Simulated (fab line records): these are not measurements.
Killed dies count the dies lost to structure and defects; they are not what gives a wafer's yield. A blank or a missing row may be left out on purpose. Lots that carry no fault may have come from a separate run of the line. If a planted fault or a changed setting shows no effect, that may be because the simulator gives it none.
Chamber matching / flow n5_finfet / N5_BEOL_M4_ETCH_77 on rie_diel-02 has 4 sister chambers
The step etches underlayer in N2/H2, target depth 6.5 nm, time 5.2 s. 4 wafers are shown with their chamber, then 9 later ones without.

== EACH WAFER AND ITS CHAMBER ==
wafer=L083.6; chamber=3; showerhead_plenum_p_Torr (Torr)=2.60
wafer=L088.1; chamber=0; showerhead_plenum_p_Torr (Torr)=2.45
wafer=L088.2; chamber=1; showerhead_plenum_p_Torr (Torr)=2.50
wafer=L088.4; chamber=2; showerhead_plenum_p_Torr (Torr)=2.63

== WAFERS MISSING THEIR CHAMBER ==
wafer=L087.2; showerhead_plenum_p_Torr (Torr)=2.45
wafer=L087.3; showerhead_plenum_p_Torr (Torr)=2.63
wafer=L087.5; showerhead_plenum_p_Torr (Torr)=2.59
wafer=L093.1; showerhead_plenum_p_Torr (Torr)=2.44
wafer=L093.3; showerhead_plenum_p_Torr (Torr)=2.62
wafer=L093.5; showerhead_plenum_p_Torr (Torr)=2.44
wafer=L095.3; showerhead_plenum_p_Torr (Torr)=2.59
wafer=L095.4; showerhead_plenum_p_Torr (Torr)=2.62
wafer=L095.6; showerhead_plenum_p_Torr (Torr)=2.44

== WHICH CHAMBER EACH ONE RAN IN ==
wafer=L087.2; from the rows above=0; in truth=0
wafer=L087.3; from the rows above=2; in truth=2
wafer=L087.5; from the rows above=3; in truth=3
wafer=L093.1; from the rows above=0; in truth=0
wafer=L093.3; from the rows above=can't be placed: 2 or 3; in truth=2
wafer=L093.5; from the rows above=0; in truth=0
wafer=L095.3; from the rows above=3; in truth=3
wafer=L095.4; from the rows above=can't be placed: 2 or 3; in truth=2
wafer=L095.6; from the rows above=0; in truth=0
Placed correctly: 7 of 9. Cannot be placed on the basis of these rows: 2; the candidates contain the true chamber in 2. Wrongly placed: 0.
How it was worked out, from the rows above alone: a wafer's distance from a chamber is the root of the sum, over the readings, of the square of ((its reading less the chamber's mean) divided by the reading's scatter). The wafer belongs to the nearest chamber; if the next one is less than 2 further off, it can't be placed. A chamber's mean is the mean of its shown wafers. The scatter: root of mean squared gap, hidden wafer to nearest shown wafer, with one shown wafer a chamber.
